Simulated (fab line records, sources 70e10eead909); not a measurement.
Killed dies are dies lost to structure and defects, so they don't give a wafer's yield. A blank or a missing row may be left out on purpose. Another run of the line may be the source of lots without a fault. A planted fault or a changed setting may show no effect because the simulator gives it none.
Chamber matching :: flow nand harc :: rie si-01 running NHARC_THIN_TSV_ETCH_15: 4 sister chambers
The step target depth 3000 nm, bosch target overetch cycles 2, bosch etch step 2.8 s. 4 wafers are shown with their chamber, then 8 later ones without.

== WAFERS WITH THEIR CHAMBER ==
wafer: L087.2
chamber: 2
drypump motor current A (A): 6.1

wafer: L087.4
chamber: 1
drypump motor current A (A): 6.1

wafer: L087.5
chamber: 3
drypump motor current A (A): 5.2

wafer: L086.2
chamber: 0
drypump motor current A (A): 6.7

== WAFERS WITH NO CHAMBER GIVEN ==
wafer: L086.3
drypump motor current A (A): 6.1

wafer: L086.5
drypump motor current A (A): 6.1

wafer: L088.1
drypump motor current A (A): 5.3

wafer: L088.2
drypump motor current A (A): 6.1

wafer: L088.6
drypump motor current A (A): 5.3

wafer: L095.1
drypump motor current A (A): 6.7

wafer: L095.2
drypump motor current A (A): 5.3

wafer: L095.4
drypump motor current A (A): 6.1

== CHAMBER TAKEN BY EACH ==
wafer: L086.3
from the rows above: can't be placed: 1 or 2
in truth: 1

wafer: L086.5
from the rows above: can't be placed: 1 or 2
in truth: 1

wafer: L088.1
from the rows above: 3
in truth: 3

wafer: L088.2
from the rows above: can't be placed: 1 or 2
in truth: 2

wafer: L088.6
from the rows above: 3
in truth: 3

wafer: L095.1
from the rows above: 0
in truth: 0

wafer: L095.2
from the rows above: 3
in truth: 3

wafer: L095.4
from the rows above: can't be placed: 1 or 2
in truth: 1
4 of 8 placed correctly. Not placeable from these rows: 4 (in 4, the candidates include the true chamber). 0 placed wrongly.
How it was worked out, from the rows above alone: a wafer's distance from a chamber is the root of the sum, over the readings, of the square of ((its reading less the chamber's mean) divided by the reading's scatter). The wafer belongs to the nearest chamber; if the next one is less than 2 further off, it can't be placed. For every chamber, the mean is computed from those of its wafers that are shown. The scatter: root of mean squared gap, hidden wafer to nearest shown wafer, with one shown wafer a chamber.
